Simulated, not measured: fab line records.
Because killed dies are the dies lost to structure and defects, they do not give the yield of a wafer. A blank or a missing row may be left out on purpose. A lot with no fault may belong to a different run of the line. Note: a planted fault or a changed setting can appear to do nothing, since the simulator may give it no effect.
fab line records / flow n5_finfet
record lots=4 wafers=12 last_day=17
route steps=1938 shown SD_EPI_N@276 SD_EPI_P@295 MOL_CONTACT_COAG@537 PASSIVATION@1936
lots that met no fault: from a run of the same line without faults
start_h: the number of hours between the record's first day and the start of the first shown wafer of the lot / wait_h: how many hours have passed since the lot's step before this one / " the same as in the row above / L1.1+2: a row that stands for several wafers / - no value, or no start was given / * or withheld: withheld / < > ~ a bound
route shown NAME@n: NAME is a module with steps in the file, n the number in the route of the first one / usual: mean/standard deviation taken from wafers without a fault / same: alike in all rows / chamber/n: place in a boat / sites: per-site readings / _std_site: how widely they spread, as a standard deviation / _edge_site: mean of outer sites minus mean of inner sites / radius_mm: how far each site lies from the wafer's centre / mask NAME#n: copy n / behind: the most recent tool/chamber to have shaped the wafer / hold: why the lot was held/for how many hours/how that ended / device: whichever transistor did not switch (one of n, p or np) / end of line: tests run on the same wafers once the route is complete / step lacking rows: just its recipe / killed: not the wafer's yield, but the dies lost to structure and defects at the first sort / map: a wafer's dies, x killed, . not, _ none there
set.NAME: the setting the step ran with; set.NAME@STEP: the setting that earlier step ran with / model.NAME: the simulator's own value behind a step, which no gauge read
certain route steps with their lots: each step a table, each wafer a row
services: the hour from which a tool's chamber was out of use, counted from the record's first day as start_h (under 0 if before that day), plus the number of hours and why
## steps
# step N5_SD_EPI_N_STRIP_36
# recipe chemistry=N2/H2 temp_c=40 n2_flow_sccm=200 h2_flow_sccm=200 rf_frequency_hz=6e+07
# step N5_SD_EPI_N_ETCHBACK_44
# recipe chemistry=CH3F/O2 mode=anisotropic_etchback target=SiNx target_depth_a=145 stop_on=SiO2 over_etch_frac=0.3 ion_energy_ev=120 pressure_mtorr=30 source_w=395 bias_w=73 Ar_flow_sccm=150 CH3F_flow_sccm=30 O2_flow_sccm=20
# step N5_SD_EPI_N_ETCH_45
# recipe chemistry=CH3F/O2 target=SiOCN target_depth_a=60 mask_material=SOC ion_energy_ev=60 bias_w=29 pressure_mtorr=15 source_w=410 Ar_flow_sccm=150 CH3F_flow_sccm=30 O2_flow_sccm=20
# step N5_SD_EPI_N_ETCH_16
# recipe chemistry=CHF3/O2 target=SiO2 target_depth_a=50 mask_material=SOC pressure_mtorr=30 source_w=650 bias_w=170 Ar_flow_sccm=200 CHF3_flow_sccm=50 O2_flow_sccm=5 ion_energy_ev=200
# step N5_SD_EPI_N_STRIP_47
# recipe chemistry=CHF3/O2 resist=SiARC rf_frequency_hz=6e+07
# step N5_SD_EPI_N_SD_RECESS_17
# recipe chemistry=HBr/Cl2/O2 target_depth_a=410 mask_material=SOC time_s=23.7 bt_time_s=3 pressure_mtorr=10 icp_w=800 bias_w=112 HBr_flow_sccm=150 Cl2_flow_sccm=80 O2_flow_sccm=12
# step N5_SD_EPI_N_STRIP_38
# recipe chemistry=N2/H2 power_w=1000 temp_c=250 h2_frac=0.65 overash_fraction=0.3 pressure_mtorr=withheld n2_flow_sccm=1750 h2_flow_sccm=3250
# step N5_SD_EPI_N_WET_ETCH_43
# recipe chemistry=dHF dilution=withheld time_s=14 target=SiO2 target_depth_a=15 temp_c=25
# step N5_SD_EPI_N_STRIP_18
# recipe chemistry=SPM time_s=750 temp_c=130 h2so4_h2o2_vol_ratio=4
# step N5_SD_EPI_N_SRD_20
# recipe dry=ipa_marangoni do_ppb=5 time_s=30 temp_c=23 rinse_liquid=diw
# step N5_SD_EPI_N_PRECLEAN_48
# recipe chemistry=NF3:NH3 afs_cycles=2 temp_c=30 time_s=20 sublimation_temp_c=180 sublimation_time_s=60 pressure_torr=3 rf_power_w=30
# step N5_SD_EPI_N_VAPOR_ETCH_50
# recipe chemistry=HCl target=Si temp_c=775 time_s=54 pressure_torr=20 mode=isotropic
# step N5_SD_EPI_N_EPI_21
# recipe material=Si:P dopant=P temp_c=680 pressure_torr=255 time_s=690
# usual susceptor_temp_C=680.0/0.31 susceptor_temp_C_max=681.4/0.4
# same time_s=690
lot.wafer=L283.1 tool=epi_rpcvd-01 chamber=0 start_h=50.87 wait_h=0.2 susceptor_temp_C=679.9 susceptor_temp_C_max=680.9 model.Si-P_of_SD_EPI_N_EPI_21.thk_nm=58.4
lot.wafer=L283.2 tool=epi_rpcvd-01 chamber=0 start_h=50.87 wait_h=0.2 susceptor_temp_C=680.5 susceptor_temp_C_max=681.5 model.Si-P_of_SD_EPI_N_EPI_21.thk_nm=58.4
lot.wafer=L283.6 tool=epi_rpcvd-01 chamber=0 start_h=52.73 wait_h=1.9 susceptor_temp_C=680.4 susceptor_temp_C_max=681.9 model.Si-P_of_SD_EPI_N_EPI_21.thk_nm=59.6
lot.wafer=L295.3 tool=epi_rpcvd-01 chamber=0 start_h=128.06 wait_h=0.7 susceptor_temp_C=681.7 susceptor_temp_C_max=683.3 model.Si-P_of_SD_EPI_N_EPI_21.thk_nm=61.6
lot.wafer=L295.4 tool=epi_rpcvd-01 chamber=0 start_h=128.06 wait_h=0.7 susceptor_temp_C=681.4 susceptor_temp_C_max=683.1 model.Si-P_of_SD_EPI_N_EPI_21.thk_nm=61.2
lot.wafer=L295.6 tool=epi_rpcvd-01 chamber=0 start_h=128.06 wait_h=0.7 susceptor_temp_C=681.2 susceptor_temp_C_max=683.1 model.Si-P_of_SD_EPI_N_EPI_21.thk_nm=60.6
lot.wafer=L297.2 tool=epi_rpcvd-01 chamber=0 start_h=134.47 wait_h=0.4 susceptor_temp_C=681.8 susceptor_temp_C_max=683.4 model.Si-P_of_SD_EPI_N_EPI_21.thk_nm=61.4
lot.wafer=L297.4 tool=epi_rpcvd-01 chamber=0 start_h=134.47 wait_h=0.4 susceptor_temp_C=681.9 susceptor_temp_C_max=683.2 model.Si-P_of_SD_EPI_N_EPI_21.thk_nm=60.6
lot.wafer=L297.5 tool=epi_rpcvd-01 chamber=0 start_h=134.47 wait_h=0.4 susceptor_temp_C=682.3 susceptor_temp_C_max=683.8 model.Si-P_of_SD_EPI_N_EPI_21.thk_nm=61.4
lot.wafer=L306.3 tool=epi_rpcvd-02 chamber=0 start_h=188.65 wait_h=0.7 susceptor_temp_C=679.7 susceptor_temp_C_max=680.6 model.Si-P_of_SD_EPI_N_EPI_21.thk_nm=58.2
lot.wafer=L306.4 tool=epi_rpcvd-02 chamber=0 start_h=188.65 wait_h=0.7 susceptor_temp_C=679.4 susceptor_temp_C_max=680.6 model.Si-P_of_SD_EPI_N_EPI_21.thk_nm=58.2
lot.wafer=L306.5 tool=epi_rpcvd-02 chamber=0 start_h=188.65 wait_h=0.7 susceptor_temp_C=679.6 susceptor_temp_C_max=680.8 model.Si-P_of_SD_EPI_N_EPI_21.thk_nm=58.2
# step N5_SD_EPI_N_PRECLEAN_24
# recipe chemistry=O3/DIW time_s=60 temp_c=22 o3_ppm=10
# step N5_SD_EPI_N_SRD_25
# recipe time_s=30 temp_c=23 rinse_liquid=diw dry=ipa_marangoni
# step N5_SD_EPI_N_PRECLEAN_49
# recipe chemistry=NF3:NH3 afs_cycles=1 temp_c=30 time_s=20 sublimation_temp_c=180 sublimation_time_s=60 pressure_torr=3 rf_power_w=30
# step N5_SD_EPI_N_LINER_46
# recipe material=SiNx target_thk_a=30 temp_c=400 ald_precursor_family=SiH2I2 ald_co_reactant=N2/H2-plasma pressure_torr=2
# step N5_SD_EPI_P_COAT_34
# recipe resist=SOC temp_c=250 time_s=60 spin_rpm=1500 resist_thk_nm=350
# step N5_SD_EPI_P_COAT_35
# recipe resist=SiARC temp_c=220 time_s=60 spin_rpm=1500 resist_thk_nm=35
# step N5_SD_EPI_P_COAT_03
# recipe resist=CAR-ArF-block spin_rpm=1500 resist_thk_nm=150
# step N5_SD_EPI_P_EBR_05
# recipe solvent=PGMEA ebr_width_mm=1.5
# step N5_SD_EPI_P_SOFTBAKE_04
# recipe temp_c=110 time_s=60 resist=CAR-ArF-block
# step N5_SD_EPI_P_EXPOSE_06
# recipe mask_id=SD_P_BLK na=1.35 source_shape=conventional sigma_outer=0.8 polarization=unpolarized target_cd_nm=240 dose_mj=39.5
# step N5_SD_EPI_P_PEB_07
# recipe peb_temp_c=110 peb_time_s=60 resist=CAR-ArF-block
# step N5_SD_EPI_P_DEVELOP_08
# recipe develop_time_s=30 developer=TMAH resist=CAR-ArF-block dev_temp_c=23 rinse_liquid=diw dry=air_spin
# step N5_SD_EPI_P_DESCUM_14
# recipe chemistry=O2 time_s=7.9 source_power_w=50 bias_power_w=20 pressure_mtorr=20 rf_frequency_hz=2.712e+07 temp_c=40 resist=CAR-ArF-block o2_flow_sccm=225
# step N5_SD_EPI_P_ETCH_36
# recipe chemistry=CF4 target=SiARC target_depth_a=455 mask_material=CAR-ArF-block time_s=75.8 ion_energy_ev=80 pressure_mtorr=40 source_w=545 bias_w=36 Ar_flow_sccm=100 cf4_flow_sccm=100 ends=cleared
# step N5_SD_EPI_P_ETCH_37
# recipe chemistry=N2/H2 target=SOC overetch_a=1080 mask_material=SiARC temp_c=40 ion_energy_ev=100 source_w=3000 bias_w=133 pressure_mtorr=20 time_s=486 n2_flow_sccm=200 h2_flow_sccm=200 ends=end_point
# step N5_SD_EPI_P_STRIP_38
# recipe chemistry=N2/H2 temp_c=40 n2_flow_sccm=200 h2_flow_sccm=200 rf_frequency_hz=6e+07
# step N5_SD_EPI_P_ETCHBACK_46
# recipe chemistry=CH3F/O2 mode=anisotropic_etchback target=SiNx target_depth_a=175 stop_on=SiO2 over_etch_frac=0.3 ion_energy_ev=120 pressure_mtorr=30 source_w=395 bias_w=73 Ar_flow_sccm=150 CH3F_flow_sccm=30 O2_flow_sccm=20
# step N5_SD_EPI_P_ETCH_47
# recipe chemistry=CH3F/O2 target=SiOCN target_depth_a=250 mask_material=SOC ion_energy_ev=60 bias_w=29 pressure_mtorr=30 source_w=410 Ar_flow_sccm=150 CH3F_flow_sccm=30 O2_flow_sccm=20
# step N5_SD_EPI_P_ETCH_16
# recipe chemistry=CHF3/O2 target=SiO2 target_depth_a=50 mask_material=SOC pressure_mtorr=30 source_w=650 bias_w=170 Ar_flow_sccm=200 CHF3_flow_sccm=50 O2_flow_sccm=5 ion_energy_ev=200
# step N5_SD_EPI_P_STRIP_50
# recipe chemistry=CHF3/O2 resist=SiARC rf_frequency_hz=6e+07
# step N5_SD_EPI_P_SD_RECESS_17
# recipe chemistry=HBr/Cl2/O2 target_depth_a=391 bt_time_s=3 pressure_mtorr=10 icp_w=800 bias_w=112 HBr_flow_sccm=150 Cl2_flow_sccm=80 O2_flow_sccm=12
# step N5_SD_EPI_P_WET_ETCH_45
# recipe chemistry=dHF dilution=withheld time_s=10.7 target=SiO2 target_depth_a=20 temp_c=25 dry=ipa_marangoni rinse_time_s=30 rinse_temp_c=23
# step N5_SD_EPI_P_STRIP_40
# recipe chemistry=N2/H2 power_w=1000 temp_c=250 h2_frac=0.65 overash_fraction=0.3 pressure_mtorr=withheld n2_flow_sccm=1750 h2_flow_sccm=3250
# step N5_SD_EPI_P_PRECLEAN_52
# recipe chemistry=O3/DIW time_s=60 temp_c=22 o3_ppm=10
# step N5_MOL_CONTACT_COAG_ETCH_15
# recipe chemistry=CH3F/O2 target=SiNx target_depth_a=70 mask_material=SOC stop_on=Si:P over_etch_frac=0.75 ion_energy_ev=120 pressure_mtorr=30 source_w=395 bias_w=73 Ar_flow_sccm=150 CH3F_flow_sccm=30 O2_flow_sccm=20
# usual bias_w=72.98/0.21 drypump_motor_current_A=5.3/0.47 mfc_ar_sccm=150.1/0.47 oes_product_au=0.55/0.066 rf_vpp_V=299/9.8 showerhead_plenum_p_Torr=1.98/0.074 throttle_valve_pct=16.32/0.27
lot.wafer=L283.1 tool=rie_diel-04 chamber=2 start_h=88.52 wait_h=0.0 bias_w=73.09 drypump_motor_current_A=5.3 mfc_ar_sccm=150.3 oes_product_au=0.54 rf_hours_counter_h=157 rf_vpp_V=287 showerhead_plenum_p_Torr=1.91 throttle_valve_pct=16.07 model.Si-P_of_SD_EPI_N_EPI_21.thk_nm=57.6
lot.wafer=L283.2 tool=rie_diel-04 chamber=1 start_h=88.52 wait_h=0.0 bias_w=73.04 drypump_motor_current_A=5.3 mfc_ar_sccm=149.7 oes_product_au=0.50 rf_hours_counter_h=223 rf_vpp_V=303 showerhead_plenum_p_Torr=1.88 throttle_valve_pct=16.27 model.Si-P_of_SD_EPI_N_EPI_21.thk_nm=57.6
lot.wafer=L283.6 tool=rie_diel-04 chamber=2 start_h=88.52 wait_h=0.0 bias_w=73.13 drypump_motor_current_A=5.3 mfc_ar_sccm=150.2 oes_product_au=0.54 rf_hours_counter_h=- rf_vpp_V=288 showerhead_plenum_p_Torr=1.91 throttle_valve_pct=16.06 model.Si-P_of_SD_EPI_N_EPI_21.thk_nm=58.8
lot.wafer=L295.3 tool=rie_diel-04 chamber=0 start_h=163.40 wait_h=0.0 bias_w=72.78 drypump_motor_current_A=5.4 mfc_ar_sccm=150.6 oes_product_au=0.51 rf_hours_counter_h=247 rf_vpp_V=301 showerhead_plenum_p_Torr=1.97 throttle_valve_pct=16.78 model.Si-P_of_SD_EPI_N_EPI_21.thk_nm=60.8
lot.wafer=L295.4 tool=rie_diel-04 chamber=1 start_h=163.40 wait_h=0.0 bias_w=73.07 drypump_motor_current_A=5.4 mfc_ar_sccm=150.1 oes_product_au=0.49 rf_hours_counter_h=249 rf_vpp_V=303 showerhead_plenum_p_Torr=1.87 throttle_valve_pct=16.31 model.Si-P_of_SD_EPI_N_EPI_21.thk_nm=60.4
lot.wafer=L295.6 tool=rie_diel-04 chamber=2 start_h=163.40 wait_h=0.0 bias_w=72.83 drypump_motor_current_A=5.3 mfc_ar_sccm=150.6 oes_product_au=0.52 rf_hours_counter_h=- rf_vpp_V=288 showerhead_plenum_p_Torr=1.90 throttle_valve_pct=16.10 model.Si-P_of_SD_EPI_N_EPI_21.thk_nm=59.8
lot.wafer=L297.2 tool=rie_diel-05 chamber=1 start_h=170.26 wait_h=0.0 bias_w=73.04 drypump_motor_current_A=6.4 mfc_ar_sccm=150.8 oes_product_au=0.55 rf_hours_counter_h=169 rf_vpp_V=300 showerhead_plenum_p_Torr=1.92 throttle_valve_pct=16.42 model.Si-P_of_SD_EPI_N_EPI_21.thk_nm=60.6
lot.wafer=L297.4 tool=rie_diel-05 chamber=0 start_h=170.26 wait_h=0.0 bias_w=72.90 drypump_motor_current_A=6.0 mfc_ar_sccm=150.3 oes_product_au=0.69 rf_hours_counter_h=9 rf_vpp_V=300 showerhead_plenum_p_Torr=1.95 throttle_valve_pct=15.84 model.Si-P_of_SD_EPI_N_EPI_21.thk_nm=59.6
lot.wafer=L297.5 tool=rie_diel-05 chamber=0 start_h=170.26 wait_h=0.0 bias_w=72.61 drypump_motor_current_A=6.0 mfc_ar_sccm=150.6 oes_product_au=0.69 rf_hours_counter_h=- rf_vpp_V=301 showerhead_plenum_p_Torr=1.95 throttle_valve_pct=15.83 model.Si-P_of_SD_EPI_N_EPI_21.thk_nm=60.6
lot.wafer=L306.3 tool=rie_diel-04 chamber=3 start_h=229.09 wait_h=0.0 bias_w=72.81 drypump_motor_current_A=4.9 mfc_ar_sccm=149.4 oes_product_au=0.51 rf_hours_counter_h=222 rf_vpp_V=315 showerhead_plenum_p_Torr=2.07 throttle_valve_pct=16.74 model.Si-P_of_SD_EPI_N_EPI_21.thk_nm=57.4
lot.wafer=L306.4 tool=rie_diel-04 chamber=2 start_h=229.09 wait_h=0.0 bias_w=72.82 drypump_motor_current_A=5.3 mfc_ar_sccm=150.3 oes_product_au=0.51 rf_hours_counter_h=214 rf_vpp_V=288 showerhead_plenum_p_Torr=1.90 throttle_valve_pct=16.15 model.Si-P_of_SD_EPI_N_EPI_21.thk_nm=57.4
lot.wafer=L306.5 tool=rie_diel-04 chamber=2 start_h=229.09 wait_h=0.0 bias_w=72.69 drypump_motor_current_A=5.3 mfc_ar_sccm=151.0 oes_product_au=0.51 rf_hours_counter_h=- rf_vpp_V=288 showerhead_plenum_p_Torr=1.90 throttle_valve_pct=16.18 model.Si-P_of_SD_EPI_N_EPI_21.thk_nm=57.4
# step N5_PASSIVATION_PROBE_49
# usual killed_at_M0_to_M3=35/11 killed_at_M4_up=13/5.7 killed_at_contacts=12/5.7 killed_at_front_end=40/11 killed_at_other=4/4.4 killed_dies=105/18 killed_open=68/14 killed_short=34/7.4
# same gross_dies=1180 killed_at_back_side=0
lot.wafer=L295.3 tool=prober-01 chamber=- start_h=327.58 wait_h=0.1 killed_at_M0_to_M3=35 killed_at_M4_up=7 killed_at_contacts=8 killed_at_front_end=34 killed_at_other=2 killed_dies=86 killed_open=61 killed_short=25
lot.wafer=L295.4 tool=prober-01 chamber=- start_h=327.63 wait_h=0.2 killed_at_M0_to_M3=34 killed_at_M4_up=4 killed_at_contacts=6 killed_at_front_end=42 killed_at_other=1 killed_dies=87 killed_open=51 killed_short=33
lot.wafer=L295.6 tool=prober-01 chamber=- start_h=327.73 wait_h=0.3 killed_at_M0_to_M3=27 killed_at_M4_up=21 killed_at_contacts=13 killed_at_front_end=23 killed_at_other=3 killed_dies=87 killed_open=61 killed_short=23
# killed by level:class
L295.3 FIN_SAQP:geometric_particle:open=9 BEOL_M0_SAQP:geometric_particle:open=9 BEOL_M0_SAQP:geometric_particle:short=7 STI_FIN_REVEAL:geometric_particle:open=6 MOL_CONTACT_COAG:geometric_particle:open=6 BEOL_M2:geometric_particle:open=6 BEOL_M1:geometric_particle:open=5 FIN_SAQP:geometric_particle:short=4
L295.4 FIN_SAQP:geometric_particle:open=12 BEOL_M1:geometric_particle:open=11 BEOL_M0_SAQP:geometric_particle:short=8 BEOL_M0_SAQP:geometric_particle:open=6 GATE_CUT:geometric_particle:short=5 FIN_SAQP:geometric_particle:short=4 MOL_CONTACT_COAG:geometric_particle:open=4 STI_FIN_REVEAL:geometric_particle:open=3
L295.6 BEOL_M0_SAQP:geometric_particle:open=12 BEOL_M4:geometric_particle:open=12 MOL_CONTACT_COAG:geometric_particle:open=9 FIN_SAQP:geometric_particle:open=6 BEOL_M0_SAQP:geometric_particle:short=5 MOL_CONTACT_COAG:geometric_particle:short=4 BEOL_M1:geometric_particle:open=4 STARTING-WAFER:geometric_particle:short=3
## services
tool=rie_diel-05 chamber=1 start_h=39.10 hours=2.4 kind=repair
tool=rie_diel-05 chamber=- start_h=71.46 hours=0.8 kind=repair
tool=epi_rpcvd-02 chamber=- start_h=77.21 hours=1.2 kind=repair
tool=rie_diel-05 chamber=0 start_h=119.05 hours=- kind=clean
tool=rie_diel-05 chamber=0 start_h=119.05 hours=- kind=consumable_replace:focus_ring
tool=rie_diel-05 chamber=0 start_h=119.05 hours=23.4 kind=scheduled_down
tool=rie_diel-05 chamber=0 start_h=119.05 hours=23.4 kind=vent_cycle
tool=rie_diel-05 chamber=2 start_h=120.99 hours=4.6 kind=repair
tool=rie_diel-04 chamber=1 start_h=152.74 hours=6.5 kind=repair
tool=rie_diel-04 chamber=1 start_h=165.36 hours=- kind=clean
tool=rie_diel-04 chamber=1 start_h=165.36 hours=- kind=consumable_replace:focus_ring
tool=rie_diel-04 chamber=1 start_h=165.36 hours=- kind=consumable_replace:showerhead
tool=rie_diel-04 chamber=1 start_h=165.36 hours=12.3 kind=scheduled_down
tool=rie_diel-04 chamber=1 start_h=165.36 hours=12.3 kind=vent_cycle
tool=rie_diel-04 chamber=0 start_h=177.71 hours=- kind=clean
tool=rie_diel-04 chamber=0 start_h=177.71 hours=- kind=consumable_replace:focus_ring
tool=rie_diel-04 chamber=0 start_h=177.71 hours=25.2 kind=scheduled_down
tool=rie_diel-04 chamber=0 start_h=177.71 hours=25.2 kind=vent_cycle
tool=epi_rpcvd-02 chamber=- start_h=227.88 hours=7.0 kind=repair
## key
first_sign step=N5_SD_EPI_N_EPI_21 reading=susceptor_temp_C direction=up sigmas=5.7 usual=* struck=*
effect step=N5_SD_EPI_N_EPI_21 reading=susceptor_temp_C_max direction=up sigmas=4.9 usual=* struck=*
model_effect step=N5_SD_EPI_N_EPI_21 value=Si-P_of_SD_EPI_N_EPI_21.thk_nm without=59.33 struck=61.13
model_effect step=N5_MOL_CONTACT_COAG_ETCH_15 value=Si-P_of_SD_EPI_N_EPI_21.thk_nm without=58.53 struck=60.33
met_at N5_SD_EPI_N_EPI_21
struck_wafers L295.3,L295.4,L295.6,L297.2,L297.4,L297.5
tester_left_out L295,L297
onset_between 50.87 128.06
fault kind=process_parameter_drift tool=epi_rpcvd-01 chamber=- onset_h=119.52 steps=N5_SD_EPI_N_EPI_21 channel=temp_c offset=* shape=step end_h=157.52 acts_in=* stated=*
# tester_left_out: of these lots the tester's yield and bins aren't shown, on N5 and GAA mostly nor the transistor test; their killed dies are dies lost to structure and defects alone, not to doping, threshold or leakage, so they don't give the yield
